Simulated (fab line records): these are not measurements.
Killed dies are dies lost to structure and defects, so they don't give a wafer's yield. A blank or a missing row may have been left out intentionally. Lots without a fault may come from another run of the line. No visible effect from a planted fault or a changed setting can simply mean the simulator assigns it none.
fab line records + flow n5_finfet
record
- lots=3
- wafers=9
- last_day=17
route steps=1938 shown SD_EPI_P@296 SD_ACTIVATION@330 ILD0@335 BEOL_M4@1111 PASSIVATION@1936
lots that met no fault: taken from a fault-free run of the same line
start_h: the number of hours between the record's first day and the start of the first shown wafer of the lot + wait_h: hours since the lot's step before + " repeats the value in the row above + L1.1+2: a row that stands for several wafers + - value missing, or start not given + * or withheld: withheld + < > ~ a bound
route shown NAME@n: names a module that has steps shown in the file, with the first one's number in the route + usual: the fault-free wafers' mean and standard deviation + same: alike in all rows + chamber/n: place in a boat + sites: the reading at each site + _std_site: the values' standard deviation + _edge_site: inner sites' mean taken away from outer sites' mean + radius_mm: for every site, how far away it sits from the centre of the wafer + mask NAME#n: copy n + behind: the tool/chamber that last shaped the wafer + hold: reason for holding the lot/hours on hold/outcome of the hold + device: whichever transistor did not switch (one of n, p or np) + end of line: the tests these same wafers got at the end of their route + step lacking rows: just its recipe + killed: at the first sort, the dies lost to defects and structure; wafer yield is something else + map: the dies of a wafer, with x for killed, . for not killed, _ for no die there
set.NAME: the setting that was run; set.NAME@STEP: the one run at that earlier step + model.NAME: the simulator's own value behind a step, which no gauge read
a table for each step, a row for each wafer; lots at some steps of the route
services: the hour from which a tool's chamber was out of use, counted from the record's first day as start_h (under 0 if before that day), plus the number of hours and why
## steps
# step N5_SD_EPI_P_COAT_35
# recipe
- resist=SiARC
- temp_c=220
- time_s=60
- spin_rpm=1500
- resist_thk_nm=35
# step N5_SD_EPI_P_COAT_03
# recipe
- resist=CAR-ArF-block
- spin_rpm=1500
- resist_thk_nm=150
# step N5_SD_EPI_P_EBR_05
# recipe
- solvent=PGMEA
- ebr_width_mm=1.5
# step N5_SD_EPI_P_SOFTBAKE_04
# recipe
- temp_c=110
- time_s=60
- resist=CAR-ArF-block
# step N5_SD_EPI_P_EXPOSE_06
# recipe
- mask_id=SD_P_BLK
- na=1.35
- source_shape=conventional
- sigma_outer=0.8
- polarization=unpolarized
- target_cd_nm=240
- dose_mj=39.5
# step N5_SD_EPI_P_PEB_07
# recipe
- peb_temp_c=110
- peb_time_s=60
- resist=CAR-ArF-block
# step N5_SD_EPI_P_DEVELOP_08
# recipe
- develop_time_s=30
- developer=TMAH
- resist=CAR-ArF-block
- dev_temp_c=23
- rinse_liquid=diw
- dry=air_spin
# step N5_SD_EPI_P_DESCUM_14
# recipe
- chemistry=O2
- time_s=7.9
- source_power_w=50
- bias_power_w=20
- pressure_mtorr=20
- rf_frequency_hz=2.712e+07
- temp_c=40
- resist=CAR-ArF-block
- o2_flow_sccm=225
# step N5_SD_EPI_P_ETCH_36
# recipe
- chemistry=CF4
- target=SiARC
- target_depth_a=455
- mask_material=CAR-ArF-block
- time_s=75.8
- ion_energy_ev=80
- pressure_mtorr=40
- source_w=545
- bias_w=36
- Ar_flow_sccm=100
- cf4_flow_sccm=100
- ends=cleared
# step N5_SD_EPI_P_ETCH_37
# recipe
- chemistry=N2/H2
- target=SOC
- overetch_a=1080
- mask_material=SiARC
- temp_c=40
- ion_energy_ev=100
- source_w=3000
- bias_w=133
- pressure_mtorr=20
- time_s=486
- n2_flow_sccm=200
- h2_flow_sccm=200
- ends=end_point
# usual
- drypump_motor_current_A=5.6/0.52
- oes_product_au=0.70/0.057
- rf_fwd_power_W=2994/8.8
- rf_vpp_V=240.9/1.7
- showerhead_plenum_p_Torr=2.57/0.12
- throttle_valve_pct=23.87/0.28
| lot.wafer | tool        | chamber | start_h | wait_h | drypump_motor_current_A | oes_product_au | rf_fwd_power_W | rf_hours_counter_h | rf_vpp_V | showerhead_plenum_p_Torr | throttle_valve_pct | model.SD_EPI_P.cd_nm | model.SiARC_of_SD_EPI_P_COAT_35.thk_nm |
|-----------|-------------|---------|---------|--------|-------------------------|----------------|----------------|--------------------|----------|--------------------------|--------------------|----------------------|----------------------------------------|
| L596.2    | rie_diel-02 | 3       | 96.41   | 0.0    | 5.6                     | 0.81           | 3006           | 27                 | 243.0    | 2.68                     | 23.52              | 238.4                | 20                                     |
| L596.3    | "           | 1       | "       | "      | 4.9                     | 0.66           | 3003           | 176                | 240.1    | 2.41                     | 23.31              | 239.6                | 20.2                                   |
| L596.4    | "           | 0       | "       | "      | 5.3                     | 0.68           | 2990           | 143                | 240.9    | 2.56                     | 24.29              | 239                  | 20.2                                   |
| L607.1    | rie_diel-02 | 3       | 162.75  | 0.0    | 5.6                     | 0.76           | 2260           | 49                 | 266.2    | 2.67                     | 23.55              | 238.2                | 22.8                                   |
| L607.2    | "           | 0       | "       | "      | 5.3                     | 0.67           | 2991           | 164                | 238.9    | 2.55                     | 24.30              | 240.4                | 20                                     |
| L607.3    | "           | 2       | "       | "      | 6.1                     | 0.69           | 3002           | 107                | 236.5    | 2.34                     | 24.04              | 241.4                | 19.6                                   |
| L612.1    | rie_diel-01 | 0       | 191.56  | 0.0    | 6.2                     | 0.64           | 3002           | 191                | 243.1    | 2.64                     | 24.07              | 240.2                | 20.2                                   |
| L612.2    | "           | 2       | "       | "      | 4.8                     | 0.82           | 3000           | 21                 | 242.8    | 2.70                     | 23.77              | 241.2                | 19.4                                   |
| L612.5    | "           | 3       | "       | "      | 5.2                     | 0.67           | 2995           | -                  | 238.7    | 2.53                     | 24.02              | 239.4                | 19.4                                   |
# step N5_SD_EPI_P_STRIP_38
# recipe
- chemistry=N2/H2
- temp_c=40
- n2_flow_sccm=200
- h2_flow_sccm=200
- rf_frequency_hz=6e+07
# step N5_SD_EPI_P_ETCHBACK_46
# recipe
- chemistry=CH3F/O2
- mode=anisotropic_etchback
- target=SiNx
- target_depth_a=175
- stop_on=SiO2
- over_etch_frac=0.3
- ion_energy_ev=120
- pressure_mtorr=30
- source_w=395
- bias_w=73
- Ar_flow_sccm=150
- CH3F_flow_sccm=30
- O2_flow_sccm=20
# usual
- drypump_motor_current_A=5.6/0.52
- oes_product_au=0.67/0.055
- rf_vpp_V=296/5.8
- showerhead_plenum_p_Torr=2.03/0.084
- throttle_valve_pct=16.41/0.19
| lot.wafer | tool        | chamber | start_h | wait_h | drypump_motor_current_A | oes_product_au | rf_hours_counter_h | rf_vpp_V | showerhead_plenum_p_Torr | throttle_valve_pct |
|-----------|-------------|---------|---------|--------|-------------------------|----------------|--------------------|----------|--------------------------|--------------------|
| L596.2    | rie_diel-02 | 3       | 96.74   | 0.0    | 5.6                     | 0.77           | 27                 | 298      | 2.14                     | 16.28              |
| L596.3    | "           | 1       | "       | "      | 4.9                     | 0.64           | 176                | 299      | 1.92                     | 16.10              |
| L596.4    | "           | 0       | "       | "      | 5.3                     | 0.65           | 143                | 296      | 2.01                     | 16.59              |
| L607.1    | rie_diel-02 | 3       | 163.07  | 0.0    | 5.6                     | 0.46           | 49                 | 297      | 2.13                     | 16.30              |
| L607.2    | "           | 0       | "       | "      | 5.3                     | 0.63           | 164                | 296      | 2.01                     | 16.63              |
| L607.3    | "           | 2       | "       | "      | 6.1                     | 0.66           | 107                | 295      | 1.85                     | 16.63              |
| L612.1    | rie_diel-01 | 0       | 191.88  | 0.0    | 6.1                     | 0.61           | 192                | 295      | 2.07                     | 16.47              |
| L612.2    | "           | 2       | "       | "      | 4.8                     | 0.77           | 21                 | 293      | 2.13                     | 16.24              |
| L612.5    | "           | 3       | "       | "      | 5.2                     | 0.64           | -                  | 293      | 2.01                     | 16.62              |
# step N5_SD_EPI_P_ETCH_47
# recipe
- chemistry=CH3F/O2
- target=SiOCN
- target_depth_a=250
- mask_material=SOC
- ion_energy_ev=60
- bias_w=29
- pressure_mtorr=30
- source_w=410
- Ar_flow_sccm=150
- CH3F_flow_sccm=30
- O2_flow_sccm=20
# step N5_SD_EPI_P_ETCH_16
# recipe
- chemistry=CHF3/O2
- target=SiO2
- target_depth_a=50
- mask_material=SOC
- pressure_mtorr=30
- source_w=650
- bias_w=170
- Ar_flow_sccm=200
- CHF3_flow_sccm=50
- O2_flow_sccm=5
- ion_energy_ev=200
# usual
- drypump_motor_current_A=5.6/0.52
- oes_product_au=0.78/0.067
- rf_fwd_power_W=642.4/3
- rf_vpp_V=523/10
- showerhead_plenum_p_Torr=2.44/0.098
- throttle_valve_pct=18.98/0.2
| lot.wafer | tool        | chamber | start_h | wait_h | drypump_motor_current_A | oes_product_au | rf_fwd_power_W | rf_hours_counter_h | rf_vpp_V | showerhead_plenum_p_Torr | throttle_valve_pct | model.SiARC_of_SD_EPI_P_COAT_35.thk_nm |
|-----------|-------------|---------|---------|--------|-------------------------|----------------|----------------|--------------------|----------|--------------------------|--------------------|----------------------------------------|
| L596.2    | rie_diel-02 | 3       | 96.94   | 0.1    | 5.6                     | 0.89           | 642.4          | 27                 | 523      | 2.57                     | 18.89              | 12                                     |
| L596.3    | "           | 1       | "       | "      | 4.9                     | 0.72           | 637.4          | 176                | 524      | 2.32                     | 18.63              | 12.2                                   |
| L596.4    | "           | 0       | "       | "      | 5.3                     | 0.74           | 643.2          | 143                | 522      | 2.43                     | 19.16              | 12.2                                   |
| L607.1    | rie_diel-02 | 3       | 163.27  | 0.1    | 5.6                     | 0.87           | 641.7          | 49                 | 524      | 2.56                     | 18.92              | 14.8                                   |
| L607.2    | "           | 0       | "       | "      | 5.3                     | 0.73           | 641.3          | 164                | 522      | 2.42                     | 19.20              | 12                                     |
| L607.3    | "           | 2       | "       | "      | 6.1                     | 0.79           | 644.9          | 107                | 522      | 2.24                     | 19.23              | 11.4                                   |
| L612.1    | rie_diel-01 | 0       | 192.08  | 0.1    | 6.2                     | 0.70           | 642.7          | 192                | 523      | 2.49                     | 18.99              | 12.4                                   |
| L612.2    | "           | 2       | "       | "      | 4.8                     | 0.93           | 645.2          | 21                 | 517      | 2.56                     | 18.83              | 11                                     |
| L612.5    | "           | 3       | "       | "      | 5.2                     | 0.76           | 645.6          | -                  | 514      | 2.42                     | 19.23              | 11.2                                   |
# step N5_SD_EPI_P_STRIP_50
# recipe
- chemistry=CHF3/O2
- resist=SiARC
- rf_frequency_hz=6e+07
# step N5_SD_EPI_P_SD_RECESS_17
# recipe
- chemistry=HBr/Cl2/O2
- target_depth_a=391
- bt_time_s=3
- pressure_mtorr=10
- icp_w=800
- bias_w=112
- HBr_flow_sccm=150
- Cl2_flow_sccm=80
- O2_flow_sccm=12
# usual
- drypump_motor_current_A=5.7/0.38
- oes_product_au=1.004/0.016
- throttle_valve_pct=36.9/0.4
| lot.wafer | tool      | chamber | start_h | wait_h | drypump_motor_current_A | oes_product_au | rf_hours_counter_h | throttle_valve_pct | model.SD_EPI_P.cd_nm |
|-----------|-----------|---------|---------|--------|-------------------------|----------------|--------------------|--------------------|----------------------|
| L596.2    | rie_si-04 | 3       | 97.01   | 0.0    | 5.6                     | 1.012          | 113                | 37.0               | 238                  |
| L596.3    | "         | 1       | "       | "      | 6.2                     | 1.017          | 67                 | 37.1               | 239.2                |
| L596.4    | "         | 0       | "       | "      | 5.8                     | 1.012          | 169                | 36.7               | 239                  |
| L607.1    | rie_si-04 | 0       | 163.34  | 0.0    | 5.9                     | 1.008          | 171                | 36.7               | 238.2                |
| L607.2    | "         | 2       | "       | "      | 5.7                     | 0.982          | 21                 | 36.4               | 240.4                |
| L607.3    | "         | 1       | "       | "      | 6.1                     | 1.011          | 68                 | 37.1               | 241.4                |
| L612.1    | rie_si-01 | 3       | 192.15  | 0.0    | 5.3                     | 1.006          | 165                | 36.7               | 240.2                |
| L612.2    | "         | 2       | "       | "      | 4.8                     | 1.023          | 49                 | 37.0               | 241.2                |
| L612.5    | "         | 0       | "       | "      | 4.9                     | 0.993          | -                  | 38.1               | 239.4                |
# step N5_SD_EPI_P_WET_ETCH_45
# recipe
- chemistry=dHF
- dilution=withheld
- time_s=10.7
- target=SiO2
- target_depth_a=20
- temp_c=25
- dry=ipa_marangoni
- rinse_time_s=30
- rinse_temp_c=23
# step N5_SD_EPI_P_STRIP_40
# recipe
- chemistry=N2/H2
- power_w=1000
- temp_c=250
- h2_frac=0.65
- overash_fraction=0.3
- pressure_mtorr=withheld
- n2_flow_sccm=1750
- h2_flow_sccm=3250
# step N5_SD_EPI_P_PRECLEAN_52
# recipe
- chemistry=O3/DIW
- time_s=60
- temp_c=22
- o3_ppm=10
# step N5_SD_EPI_P_SRD_20
# recipe
- dry=ipa_marangoni
- do_ppb=5
- time_s=30
- temp_c=23
- rinse_liquid=diw
# step N5_SD_EPI_P_PRECLEAN_51
# recipe
- chemistry=NF3:NH3
- afs_cycles=1
- temp_c=30
- time_s=20
- sublimation_temp_c=180
- sublimation_time_s=60
- pressure_torr=3
- rf_power_w=30
# step N5_SD_EPI_P_VAPOR_ETCH_44
# recipe
- chemistry=NF3/Ar
- target=SiGe30
- temp_c=25
- time_s=3.3
- mode=isotropic
# step N5_SD_EPI_P_EPI_21
# recipe
- material=SiGe:B
- dopant=B
- temp_c=550
- pressure_torr=20
- ambient=H2
- time_s=355
# step N5_SD_EPI_P_HM_STRIP_48
# recipe
- chemistry=H3PO4
- temp_c=160
- material=SiNx
- target=SiNx
- target_depth_a=30
- overetch_fraction=0.3
# step N5_SD_EPI_P_SRD_49
# recipe
- dry=ipa_marangoni
- time_s=30
- temp_c=23
- rinse_liquid=diw
# step N5_SD_EPI_P_PRECLEAN_24
# recipe
- chemistry=O3/DIW
- time_s=45
- temp_c=22
- o3_ppm=10
# step N5_SD_EPI_P_PRECLEAN_32
# recipe
- chemistry=dHF
- time_s=10
- dilution=500:1
- temp_c=25
# step N5_SD_EPI_P_PRECLEAN_33
# recipe
- chemistry=SC2
- time_s=45
- temp_c=35
- mix=1:1:50
# step N5_SD_EPI_P_SRD_25
# recipe
- time_s=30
- temp_c=23
- rinse_liquid=diw
- dry=ipa_marangoni
# step N5_SD_ACTIVATION_RTA_00
# recipe
- temp_c=975
- time_s=0
- ambient=N2
- idle_temp_c=600
- ramp_up_c_per_s=150
- ramp_down_c_per_s=60
- cool_to_c=600
# step N5_SD_ACTIVATION_LSA_01
# recipe
- temp_c=1080
- time_s=0.0008
- ambient=N2
# step N5_ILD0_LINER_00
# recipe
- material=SiNx
- target_thk_a=40
- temp_c=400
- ald_precursor_family=SiH2I2
- ald_co_reactant=N2/H2-plasma
- pulse_time_s=1
- purge_time_s=2
- co_reactant_purge_time_s=2
- ald_cycles=80
- pressure_torr=2
# step N5_ILD0_FCVD_FILL_01
# recipe
- material=SiO2_flowable
- target_thk_a=2000
- temp_c=100
- pressure_torr=0.8
- rf_w=2000
- time_s=328.3
# step N5_ILD0_CURE_02
# recipe
- temp_c=450
- time_s=1800
- ambient=steam
- idle_temp_c=400
- ramp_up_c_per_min=5
- ramp_down_c_per_min=3
- densification_p_h2o_torr=640
# step N5_BEOL_M4_RC_MEAS_101
# usual
- DIBL_N=35.9/1.9
- DIBL_P=35.8/2.4
- IOFF_N=0.15/0.031
- IOFF_P=0.21/0.037
- ION_N=672/13
- ION_P=462/8.3
- SS_N=71.5/0.72
- SS_P=73.2/0.67
- VT_N=250/3.4
- VT_P=-250/3.4
| lot.wafer | tool      | chamber | start_h | wait_h | DIBL_N[mV/V] | DIBL_P[mV/V] | IOFF_N[nA/um] | IOFF_P[nA/um] | ION_N[uA/um] | ION_P[uA/um] | SS_N[mV/dec] | SS_P[mV/dec] | VT_N[mV] | VT_P[mV] |
|-----------|-----------|---------|---------|--------|--------------|--------------|---------------|---------------|--------------|--------------|--------------|--------------|----------|----------|
| L596.2    | prober-02 | 0       | 203.16  | 0.2    | 35.0         | 35.6         | 0.13          | 0.20          | 659          | 458          | 71.2         | 72.7         | 254      | -251     |
| L596.3    | "         | 0       | "       | "      | 34.3         | 34.7         | 0.13          | 0.19          | 657          | 462          | 70.4         | 72.9         | 252      | -251     |
| L596.4    | "         | 0       | "       | "      | 38.3         | 39.3         | 0.21          | 0.27          | 690          | 473          | 71.4         | 74.4         | 245      | -247     |
| L607.2    | prober-01 | 0       | 286.96  | 0.2    | 39.5         | 39.0         | 0.20          | 0.24          | 691          | 469          | 72.5         | 74.2         | 249      | -248     |
| L607.3    | "         | 0       | "       | "      | 37.1         | 36.9         | 0.15          | 0.21          | 673          | 461          | 71.7         | 73.8         | 251      | -250     |
| L612.1    | prober-02 | 0       | 313.58  | 0.0    | 34.6         | 33.2         | 0.13          | 0.19          | 672          | 468          | 70.9         | 72.1         | 253      | -247     |
| L612.2    | "         | 0       | "       | "      | 33.2         | 31.9         | 0.11          | 0.18          | 656          | 461          | 71.2         | 71.9         | 255      | -248     |
| L612.5    | "         | 0       | "       | "      | 34.8         | 33.0         | 0.13          | 0.19          | 670          | 464          | 70.8         | 72.3         | 255      | -250     |
# step N5_PASSIVATION_PROBE_49
# usual
- defect_limited_yield=91.6/1.2
- killed_at_M0_to_M3=33/9.4
- killed_at_M4_up=13/5.2
- killed_at_contacts=13/5.6
- killed_at_front_end=37/9.5
- killed_at_other=4/3.1
- killed_dies=99/15
- killed_on_rim=13/3.6
- killed_open=65/11
- killed_short=32/7.5
- sort_bin_5_function=4.9/0.77
- sort_bin_6_memory=3.1/0.65
- sort_n_pass=1081/15
- sort_yield_pct=91.6/1.2
# same
- gross_dies=1180
- killed_at_back_side=0
- sort_bin_4_leakage[%]=0
- sort_bin_8_speed[%]=0
| lot.wafer | tool      | chamber | start_h | wait_h | defect_limited_yield[%] | killed_at_M0_to_M3 | killed_at_M4_up | killed_at_contacts | killed_at_front_end | killed_at_other | killed_dies | killed_on_rim | killed_open | killed_short | sort_bin_5_function[%] | sort_bin_6_memory[%] | sort_n_pass | sort_yield_pct[%] |
|-----------|-----------|---------|---------|--------|-------------------------|--------------------|-----------------|--------------------|---------------------|-----------------|-------------|---------------|-------------|--------------|------------------------|----------------------|-------------|-------------------|
| L596.4    | prober-02 | -       | 323.94  | 0.2    | 91.8                    | 31                 | 13              | 1                  | 44                  | 8               | 97          | 15            | 60          | 36           | 4.4                    | 3.1                  | 1083        | 91.8              |
| L607.1    | prober-01 | -       | 393.91  | 0.0    | 7.9                     | 44                 | 10              | 16                 | 1012                | 5               | 1087        | 148           | 85          | 27           | 87.9                   | 4.2                  | 93          | 7.9               |
| L607.2    | prober-01 | -       | 393.96  | 0.1    | 93.2                    | 24                 | 7               | 12                 | 34                  | 3               | 80          | 5             | 50          | 30           | 3.7                    | 2.6                  | 1100        | 93.2              |
# killed by level:class
L596.4 FIN_SAQP:geometric_particle:short=12 FIN_SAQP:geometric_particle:open=11 BEOL_M1:geometric_particle:open=10 STI_FIN_REVEAL:geometric_particle:open=8 BEOL_M0_SAQP:geometric_particle:open=6 BEOL_M3:geometric_particle:open=6 BEOL_M4:geometric_particle:open=5 PASS1_CAP:geometric_particle:short=5
L607.1 SD_EPI_P:area_etch=973 BEOL_M1:geometric_particle:open=16 FIN_SAQP:geometric_particle:open=13 MOL_CONTACT_COAG:geometric_particle:open=13 BEOL_M0_SAQP:geometric_particle:open=11 BEOL_M0_SAQP:geometric_particle:short=8 FIN_SAQP:geometric_particle:short=6 BEOL_M0:geometric_particle:open=5
L607.2 MOL_CONTACT_COAG:geometric_particle:open=10 DUMMY_GATE:geometric_particle:open=8 BEOL_M0_SAQP:geometric_particle:short=8 FIN_SAQP:geometric_particle:open=6 FIN_SAQP:geometric_particle:short=6 STI_FIN_REVEAL:geometric_particle:open=4 BEOL_M0_SAQP:geometric_particle:open=4 STARTING-WAFER:geometric_particle:short=4
# map L607.1 (x killed, . not)
_________________xxxxxx.xxxxx________________
______________xxxxxxxxxxxxxxxxx._____________
___________xxxxxxxxxxxxxx.x.x..xxxx__________
__________xxxxxxxxxxxxxxx..xxx.xxxxx_________
________xxxxxxx.xxxxxxxxxxxxxx.x.xxxxx_______
_______xxxxxxx.xxxxxxxxxxxxxxxxxxxxxxxx______
______xx..xxxxxxxxxxxxxxx.x.x.xxxxxxxxxx_____
_____xxxxxxxxxxxxxxxxxxxxxx.xxxxxxxxxxxxx____
____xxxxxxx.xxxxxxxxxxxxxxxxxxxxxxxxxxxxxx___
___xxxxxxxxxxxx.xxxxxxxxxxxxxxxxxxxxxxxxxxx__
___xxxxxxxxxxx.xxxxxx.xx..x.xxxxxxx.xxxxxxx__
__xxxxxxxxxxxxxxxxxxxxxx..xx.xxxxxxxxxxxxxxx_
__xxxxxxxxxxxxxxxxxxxxx.xx..xxx.xxxxxxxxxxxx_
_xxxxxxxxxxxxxxxxxxxx.xxx.xxx.xxxxxxx.xxxxxxx
_xxxxxxxxxxxxxxxxxxxxxxx.xxxxxxxxxxxxxxxxxx.x
_xxxxxxxxxxxxxxxxxxx.xxxxx..xxxxxxxxxxxxxxxxx
_xxxxxxxxxxxxxxxxxxxxxxx.xx.xxxxxxxxxxxxxxx.x
_xxxxxxxxxxxxxxxxxxxxxxxxxxxxxxxxxxxxxxxxxxxx
_xxxxxxxxxxxxxxxxxxxxxx.xxxxxxx.xxxxxxxxx.xxx
_xxxxxxxxxxxxxxxxxxxxxxxxxxxxxxxxxxxxxx.xxxxx
_xxxxxxxxxxxxxxxxxxxxxxxxxxxxxxxxxxxxxx.x.x.x
__xxxxxxxxxxxxxx.xxxxxxxxxxxxx.xxxxxxxxxxx.x_
__xxxxxxxxxxxxxxxxxxxxxxxxxxx..xx.xxxxxxxxxx_
___xxxxxxxxxxxxxxxxxxxxxxxxxxxxxxxxxxxxxxxx__
___xxxxxxxxxxxxxxxxxxxxxxxxx.x.xxxxxxxxxxxx__
____xxxxxxxxxxxxxxxxxxxxxxx..x.xxxxxxxxxxx___
_____xxxxxxxxxxx.x.xxxxxx.xx.xxxxxxxxxxxx____
______xxxxxxxxxxx.x.xxxxx...xxxxxxxxxxxx_____
_______xxxxxxx......xxxxxxxxxxxxxxxxxxx______
________xxxxxxx....xx..xxxxxxxxxxxxxxx_______
__________xxxxxx....xx.xxxxxxxxxxxxx_________
___________xxxx.xx.xxxxxxxxxxxxxxx.__________
______________xxxxxxxxxxxxxxxxxx_____________
_________________xxxxxxxxxxxx________________
# map L596.3 (x killed, . not)
_________________............________________
______________.....x...x.x...x.._____________
___________...x.x................x.__________
__________.......x.................._________
________.........x..............x....._______
_______.x...........x.....x............______
______xx.x.................x............_____
_____............x......xxx.........x....____
____........................x.x...........___
___........x.......................x.......__
___..x......x...........................x..__
__.......x....x.x..........................._
__...x..........x.x.x...x............x.....x_
_...........................x...x........x.x.
_......x...x.............................x...
_.......x.x..x.................x........xx...
_.............................x..............
_.x.........................x.......x......x.
_..x.................x.............x.....x...
_............................................
_x...x....xx........x.x.........x........x..x
__x......x..x...............x....x......x.x._
__x.............x....x.....................x_
___x.....x......x......x..........x........__
___................................x.......__
____..........................x...........___
_____x.................x...........x.....____
______........x...x.....x..............._____
_______.x........x..x..x...............______
________.x............................_______
__________.........................._________
___________........................__________
______________x................._____________
_________________.........x..________________
## services
| tool        | chamber | start_h | hours | kind                          |
|-------------|---------|---------|-------|-------------------------------|
| rie_si-01   | -       | 83.58   | 0.3   | repair                        |
| rie_diel-01 | 2       | 95.05   | -     | clean                         |
| rie_diel-01 | 2       | 95.05   | -     | consumable_replace:focus_ring |
| rie_diel-01 | 2       | 95.05   | -     | consumable_replace:showerhead |
| rie_diel-01 | 2       | 95.05   | 24.1  | scheduled_down                |
| rie_diel-01 | 2       | 95.05   | 24.1  | vent_cycle                    |
| rie_diel-02 | 2       | 100.33  | 12.5  | repair                        |
| rie_diel-01 | -       | 127.88  | 1.2   | repair                        |
| rie_si-04   | 3       | 131.12  | 3.7   | repair                        |
| rie_si-04   | 1       | 137.08  | 5.5   | repair                        |
| rie_diel-01 | 1       | 178.44  | 15.9  | repair                        |
| rie_si-01   | 2       | 179.32  | 9.2   | repair                        |
## key
first_sign
- step=N5_SD_EPI_P_ETCH_37
- reading=rf_fwd_power_W
- direction=down
- sigmas=83
- usual=*
- struck=*
effect
- step=N5_SD_EPI_P_ETCH_37
- reading=rf_vpp_V
- direction=up
- sigmas=15
- usual=240.9
- struck=266.2
effect
- step=N5_SD_EPI_P_ETCHBACK_46
- reading=oes_product_au
- direction=down
- sigmas=3.8
- usual=0.67
- struck=0.46
effect
- step=N5_PASSIVATION_PROBE_49
- reading=sort_bin_5_function
- direction=up
- sigmas=99+
- usual=4.9
- struck=87.9
model_effect
- step=N5_SD_EPI_P_ETCH_37
- value=SD_EPI_P.cd_nm
- without=242
- struck=238.2
model_effect
- step=N5_SD_EPI_P_ETCH_16
- value=SiARC_of_SD_EPI_P_COAT_35.thk_nm
- without=11.8
- struck=14.8
model_effect
- step=N5_SD_EPI_P_SD_RECESS_17
- value=SD_EPI_P.cd_nm
- without=241.8
- struck=238.2
more_kills_born_at
- N5_SD_EPI_P_ETCH_37@rie_diel-02=973
met_at N5_SD_EPI_P_ETCH_37
struck_wafers L607.1
later_rows_left_out L607.1
onset_between 96.41 162.75
fault
- kind=process_parameter_drift
- tool=rie_diel-02
- chamber=3
- onset_h=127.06
- steps=N5_SD_EPI_P_ETCH_37
- channel=source_w
- offset=-720
- shape=step
- end_h=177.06
- acts_in=these_recipes_only
- stated=3000
# later_rows_left_out: the simulator's readings of these wafers behind a module that went badly wrong aren't trusted and aren't shown, but for the sort
